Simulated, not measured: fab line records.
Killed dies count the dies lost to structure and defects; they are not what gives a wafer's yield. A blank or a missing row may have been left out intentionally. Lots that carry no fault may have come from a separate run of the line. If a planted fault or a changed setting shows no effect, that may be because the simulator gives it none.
Split-lot experiment + flow n5-finfet + 7 lots, 39 wafers read, on a route of 1938 steps

== SPLIT DETAILS ==
At N5_MOL_CONTACT_COAG_CVD_140 (deposits W, target thk 66.5 nm, time 215 s), the setting target-thk-a was moved away from the recipe's 665 angstrom on 15 of the 39 wafers read, by -14.1% to +12.4%. For the rest of the wafers, this setting stayed at what the recipe calls for.

Reading taken at the split's own step.

== THE READING ==
W_of_MOL_CONTACT_COAG_CVD_140.thk-nm (the simulator's own value, which no gauge read), in nm, at N5_MOL_CONTACT_COAG_CVD_140 (deposits W, target thk 66.5 nm, time 215 s). The file gives no usual value for it. Here, 24 wafers ran the recipe; their average is 66.4 nm with a standard deviation of 0.76 nm.

| wafer  | tool, chamber at the split | target-thk-a as run, angstrom | against the recipe | W_of_MOL_CONTACT_COAG_CVD_140.thk-nm, nm | against lot-mates on the recipe |
|--------|----------------------------|-------------------------------|--------------------|------------------------------------------|---------------------------------|
| L076.1 | cvd-w-02, 0                | 665                           | recipe             | 66.8                                     | -                               |
| L076.2 | cvd-w-02, 0                | 665                           | recipe             | 68.2                                     | -                               |
| L076.6 | cvd-w-02, 0                | 665                           | recipe             | 67.8                                     | -                               |
| L081.1 | cvd-w-02, 0,1              | 747.2                         | +12.4%             | 74.8                                     | +8.1                            |
| L081.4 | cvd-w-02, 0,1              | 747.2                         | +12.4%             | 74.8                                     | +8.1                            |
| L081.2 | cvd-w-02, 1,0              | 665                           | recipe             | 66.6                                     | -                               |
| L081.5 | cvd-w-02, 1,0              | 665                           | recipe             | 66.6                                     | -                               |
| L081.3 | cvd-w-02, 0                | 747.2                         | +12.4%             | 74.6                                     | +7.9                            |
| L081.6 | cvd-w-02, 1                | 665                           | recipe             | 66.8                                     | -                               |
| L085.1 | cvd-w-01, 1                | 665                           | recipe             | 66                                       | -                               |
| L085.2 | cvd-w-01, 1                | 665                           | recipe             | 66                                       | -                               |
| L085.4 | cvd-w-01, 1                | 665                           | recipe             | 66                                       | -                               |
| L085.6 | cvd-w-01, 1                | 665                           | recipe             | 66                                       | -                               |
| L085.3 | cvd-w-01, 1                | 665                           | recipe             | 65.8                                     | -                               |
| L085.5 | cvd-w-01, 1                | 665                           | recipe             | 66.4                                     | -                               |
| L090.1 | cvd-w-01, 0                | 665                           | recipe             | 64.6                                     | -                               |
| L090.2 | cvd-w-01, 1                | 706.3                         | +6.2%              | 69.4                                     | +4.0                            |
| L090.3 | cvd-w-01, 1                | 665                           | recipe             | 65.4                                     | -                               |
| L090.4 | cvd-w-01, 0                | 706.3                         | +6.2%              | 68                                       | +2.6                            |
| L090.5 | cvd-w-01, 0                | 706.3                         | +6.2%              | 68.2                                     | +2.8                            |
| L090.6 | cvd-w-01, 1                | 665                           | recipe             | 66.2                                     | -                               |
| L094.1 | cvd-w-01, 1                | 571.3                         | -14.1%             | 57.2                                     | -8.8                            |
| L094.4 | cvd-w-01, 1                | 571.3                         | -14.1%             | 57.2                                     | -8.8                            |
| L094.2 | cvd-w-01, 0                | 665                           | recipe             | 65.4                                     | -                               |
| L094.3 | cvd-w-01, 0                | 665                           | recipe             | 66                                       | -                               |
| L094.5 | cvd-w-01, 0                | 571.3                         | -14.1%             | 56                                       | -10.0                           |
| L094.6 | cvd-w-01, 1                | 665                           | recipe             | 66.6                                     | -                               |
| L096.1 | cvd-w-02, 0                | 606.9                         | -8.7%              | 61.4                                     | -5.7                            |
| L096.2 | cvd-w-02, 1                | 665                           | recipe             | 67.4                                     | -                               |
| L096.3 | cvd-w-02, 0                | 606.9                         | -8.7%              | 61.6                                     | -5.5                            |
| L096.4 | cvd-w-02, 1                | 665                           | recipe             | 67                                       | -                               |
| L096.5 | cvd-w-02, 1                | 665                           | recipe             | 66.8                                     | -                               |
| L096.6 | cvd-w-02, 1                | 606.9                         | -8.7%              | 61                                       | -6.1                            |
| L097.1 | cvd-w-02, 0,1              | 665                           | recipe             | 66.2                                     | -                               |
| L097.4 | cvd-w-02, 0,1              | 665                           | recipe             | 66.2                                     | -                               |
| L097.2 | cvd-w-02, 1                | 596.6                         | -10.3%             | 59.8                                     | -6.7                            |
| L097.3 | cvd-w-02, 0                | 665                           | recipe             | 67                                       | -                               |
| L097.5 | cvd-w-02, 0                | 596.6                         | -10.3%             | 59.6                                     | -6.9                            |
| L097.6 | cvd-w-02, 1                | 596.6                         | -10.3%             | 60.4                                     | -6.1                            |
When a row names more than one chamber, that row covers several wafers, and the file does not tell which wafer ran in which chamber.

FIT RESULTS
A straight line over all 39 wafers: W_of_MOL_CONTACT_COAG_CVD_140.thk-nm changes by +0.631 nm for each +1% of target-thk-a; r = +0.98; the points scatter about the line by 0.88 nm.
The same after taking each lot's own level away (the mean of its wafers on the recipe; 39 wafers): +0.638 nm for each +1%; r = +0.99; scatter 0.48 nm.
On that fit, the largest move of target-thk-a shifts the reading by 9 nm.
The span of the lots' own levels, 65.40 to 67.60 nm, comes to 2.9 times the standard deviation stated above.
The two slopes agree, so the slope changes little with the lot-to-lot level.
Check: -9.11 nm against its lot-mates is what the line predicts for one of the wafers moved furthest among these (-14.1%) when that wafer is left out of the fit. It came out at -8.8 nm against them.

== FURTHER SPLITS ON THESE WAFERS ==
Note: prior to the reading, these wafers also went through further splits. Each is held against what the fit with the lots' levels taken away leaves over:
| other split on the same wafers        | wafers away from the commonest value | r with W_of_MOL_CONTACT_COAG_CVD_140.thk-nm (lot level and that fit taken away) |
|---------------------------------------|--------------------------------------|---------------------------------------------------------------------------------|
| N5_DUMMY_GATE_ETCH_42 bias-w          | 9                                    | +0.06                                                                           |
| N5_HKMG_FIN_HK_ALD_01 ald-cycles      | 15                                   | +0.03                                                                           |
| N5_HKMG_FIN_ETCH_35 time-s            | 18                                   | -0.09                                                                           |
| N5_MOL_CONTACT_COAG_ETCH_110 source-w | 12                                   | -0.18                                                                           |

== THE WHOLE CHAIN: every reading that the file lists as answering this split, in the file's order ==
| step                        | what it does                                                    | reading                                                                               | change (the file's fit)                                                          | r (the file's) |
|-----------------------------|-----------------------------------------------------------------|---------------------------------------------------------------------------------------|----------------------------------------------------------------------------------|----------------|
| N5_MOL_CONTACT_COAG_CVD_140 | deposits W, target thk 66.5 nm, time 215 s                      | W_of_MOL_CONTACT_COAG_CVD_140.thk-nm (the simulator's own value, which no gauge read) | +0.64 nm for each +1% of the setting                                             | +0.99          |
| N5_MOL_CONTACT_COAG_CMP_52  | polishes, stops on SiO2, t overpolish 1.5 s, target thk 66.5 nm | W_of_MOL_CONTACT_COAG_CVD_140.thk-nm (the simulator's own value, which no gauge read) | not straight: 56.8 at the lowest setting, 66.28 at the recipe, 66 at the highest | not given      |

== THE FILE'S OWN FIT ==
W_of_MOL_CONTACT_COAG_CVD_140.thk-nm changes by +0.64 nm for each +1% of target-thk-a, r = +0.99.
